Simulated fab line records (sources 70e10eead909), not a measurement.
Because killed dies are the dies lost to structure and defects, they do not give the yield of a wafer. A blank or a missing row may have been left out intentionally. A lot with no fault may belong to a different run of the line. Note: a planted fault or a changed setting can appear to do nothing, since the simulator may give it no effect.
Which of the tools did it? ; flow nand harc ; Sampling: 12 lots, 36 wafers, 4 of 1302 route steps

WHAT THE GAUGES SHOWED, per wafer
The record lacks any reading of a measuring or inspecting step that a usual standard deviation could be used to judge.

TOOL THAT RAN EACH LOT (tool first, then ch and the chambers of the sampled wafers, then the start)
lot;NHARC_A_SGD_CUT_ETCH_58;NHARC_A_SLIT_EXPOSE_06;NHARC_A_SLIT_DESCUM_14;NHARC_A_SLIT_ETCH_26
L603;rie diel-13 ch 0,1, day 19 18:53;arfi scanner-02 ch 0, day 20 08:15;rie diel-10 ch 0,2,3, day 20 08:34;har etch-01 ch 0,1, day 20 13:33
L605;rie diel-02 ch 0,1,3, day 20 01:59;arfi scanner-03 ch 0, day 20 14:58;rie diel-10 ch 0,1,3, day 20 15:18;har etch-01 ch 0,1, day 20 21:23
L608;rie diel-07 ch 0,1,3, day 21 16:40;arfi scanner-02 ch 0, day 22 10:08;rie diel-03 ch 1,2, day 22 10:28;har etch-01 ch 0,1, day 22 17:11
L607;rie diel-13 ch 0,2,3, day 22 00:44;arfi scanner-01 ch 0, day 22 17:43;rie diel-03 ch 1,3, day 22 18:02;har etch-01 ch 0,1, day 22 22:55
L610;rie diel-02 ch 0,1,2, day 23 02:59;arfi scanner-02 ch 0, day 23 15:32;rie diel-06 ch 1,2, day 23 15:52;har etch-01 ch 0,1, day 23 23:05
L612;rie diel-02 ch 0,1,3, day 23 08:36;arfi scanner-02 ch 0, day 23 19:37;rie diel-06 ch 0,1,3, day 23 19:58;har etch-02 ch 0, day 24 00:53
L615;rie diel-02 ch 2,3, day 25 04:00;arfi scanner-02 ch 0, day 25 14:59;rie diel-06 ch 1,3, day 25 15:19;har etch-02 ch 0,1, day 25 20:11
L622;rie diel-02 ch 0,3, day 27 06:26;arfi scanner-01 ch 0, day 27 18:04;rie diel-06 ch 2,3, day 27 18:23;har etch-02 ch 0,1, day 27 23:14
L621;rie diel-13 ch 0,3, day 27 07:23;arfi scanner-03 ch 0, day 27 18:22;rie diel-10 ch 1,2,3, day 27 18:43;har etch-02 ch 0,1, day 28 03:06
L624;rie diel-07 ch 0,1, day 28 11:07;arfi scanner-03 ch 0, day 29 01:13;rie diel-03 ch 0,1,2, day 29 01:32;har etch-02 ch 0, day 29 06:23
L623;rie diel-13 ch 2,3, day 28 11:28;arfi scanner-01 ch 0, day 29 03:23;rie diel-06 ch 1,2,3, day 29 03:44;har etch-02 ch 0,1, day 29 10:17
L625;rie diel-13 ch 0,2,3, day 29 00:11;arfi scanner-01 ch 0, day 29 13:44;rie diel-06 ch 0,2,3, day 29 14:04;har etch-01 ch 0,1, day 29 18:59
- NHARC_A_SGD_CUT_ETCH_58: etches the open film in CF4, target depth 39 nm, time 65 s.
- NHARC_A_SLIT_EXPOSE_06: exposes mask SLIT.
- NHARC_A_SLIT_DESCUM_14: chemistry O2, time 3 s.
- NHARC_A_SLIT_ETCH_26: etches the open film in C4F8/O2/Ar, time 90 s, target depth 400 nm.

AS READ BY THE TOOLS THEMSELVES (means over the sampled wafers that have a number; for cases with no such wafer, the mark the record gives instead)
NHARC_A_SGD_CUT_ETCH_58.
lot;tool;drypump motor current A (A);oes product au (a.u.);rf vpp V (V);showerhead plenum p Torr (Torr);throttle valve pct (%)
L603;rie diel-13;5.5;1.006;150.4;1.70;13.289
L605;rie diel-02;5.4;0.996;153.3;1.86;13.272
L608;rie diel-07;6.1;1.008;150.8;1.74;13.282
L607;rie diel-13;5.6;1.007;150.4;1.68;13.284
L610;rie diel-02;5.3;0.999;151.7;1.85;13.278
L612;rie diel-02;5.4;0.993;151.9;1.86;13.293
L615;rie diel-02;5.7;0.996;151.6;1.88;13.279
L622;rie diel-02;5.3;0.981;152.8;1.86;13.283
L621;rie diel-13;6.0;1.002;150.4;1.68;13.286
L624;rie diel-07;5.9;1.002;150.7;1.73;13.280
L623;rie diel-13;5.8;0.997;149.9;1.67;13.290
L625;rie diel-13;5.6;1.001;149.9;1.68;13.287

NHARC_A_SLIT_EXPOSE_06.
lot;tool;exposure dose mJ cm2;reticle temp C (C)
L603;arfi scanner-02;60.86;23.02
L605;arfi scanner-03;60.81;22.97
L608;arfi scanner-02;60.80;23.06
L607;arfi scanner-01;60.84;22.96
L610;arfi scanner-02;60.87;22.99
L612;arfi scanner-02;59.01;22.95
L615;arfi scanner-02;59.35;22.99
L622;arfi scanner-01;60.86;22.96
L621;arfi scanner-03;60.81;22.96
L624;arfi scanner-03;60.86;22.90
L623;arfi scanner-01;60.81;23.13
L625;arfi scanner-01;60.79;23.00

NHARC_A_SLIT_DESCUM_14.
lot;tool;drypump motor current A (A);oes product au (a.u.);rf vpp V (V);showerhead plenum p Torr (Torr);throttle valve pct (%)
L603;rie diel-10;6.0;1.003;57.8;1.92;11.317
L605;rie diel-10;6.1;1.002;57.3;1.95;11.313
L608;rie diel-03;5.9;1.000;58.0;1.94;11.312
L607;rie diel-03;5.9;1.011;58.1;1.85;11.310
L610;rie diel-06;5.6;0.994;58.8;1.96;11.314
L612;rie diel-06;5.4;0.990;58.2;1.98;11.320
L615;rie diel-06;5.4;0.992;57.9;1.98;11.312
L622;rie diel-06;5.5;0.986;58.3;1.94;11.309
L621;rie diel-10;5.9;1.006;57.4;1.88;11.311
L624;rie diel-03;5.7;1.008;57.4;1.87;11.318
L623;rie diel-06;5.6;0.990;57.5;1.95;11.311
L625;rie diel-06;5.5;0.995;57.4;1.95;11.318

NHARC_A_SLIT_ETCH_26.
lot;tool;drypump motor current A (A);showerhead plenum p Torr (Torr);throttle valve pct (%)
L603;har etch-01;6.0;3.64;27.615
L605;har etch-01;5.9;3.59;27.615
L608;har etch-01;6.0;3.62;27.615
L607;har etch-01;5.9;3.58;27.627
L610;har etch-01;5.9;3.61;27.615
L612;har etch-02;5.0;3.70;27.628
L615;har etch-02;4.9;3.84;27.628
L622;har etch-02;4.9;3.82;27.621
L621;har etch-02;4.9;3.82;27.617
L624;har etch-02;5.0;3.66;27.629
L623;har etch-02;4.9;3.81;27.625
L625;har etch-01;5.9;3.53;27.630

THE ANSWER, worked out from the rows above alone
Rule: usual is defined by the lots themselves. Put in order of their means at a reading, lots are off if they are a third of the lots or fewer, leave a main group of 4 or more, and stand apart from it by a gap of 3 or more times the standard deviation of the main group's means; of several such gaps the widest counts. If all means in a main group match to the digits the tables above print for the reading, that group is not used. Also off: a lot with no number at a reading for which 4 or more lots have one. All remaining lots with rows at the step are treated as sound. After the gauges, taken in route order, come the tools' own readings; for these a lot's mean is taken, as printed above. The first step at which some lot is off is used, and at that step the reading that is off furthest; a lot without a number counts as furthest.
Off: L612, L615 (NHARC_A_SLIT_EXPOSE_06, exposure dose mJ cm2). Main group: mean 60.83, sd 0.028.
A tool fits if, at that step or a process step before it, it ran every lot that is off, and no sound lot after the first of them. One candidate fits, namely arfi scanner-02 at NHARC_A_SLIT_EXPOSE_06. A fault onset in the window from L610 (day 23 15:32, its last sound lot) to L612 (day 23 19:37, its first lot off) fits.
The tool's own readings at NHARC_A_SLIT_EXPOSE_06 bear it out: on the lots that are off they differ by more than 5 times the standard deviation of the sound lots' means. exposure dose mJ cm2 reads 59.18 there against 60.83 on the sound lots.

WHAT HAD BEEN PUT IN BY THE SIMULATOR
Drift in process parameters on arfi scanner-02 at NHARC_A_SLIT_EXPOSE_06, starting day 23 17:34. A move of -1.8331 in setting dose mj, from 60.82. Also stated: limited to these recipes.
Shown lots that were struck: L612, L615. The rule above reached the same finding.
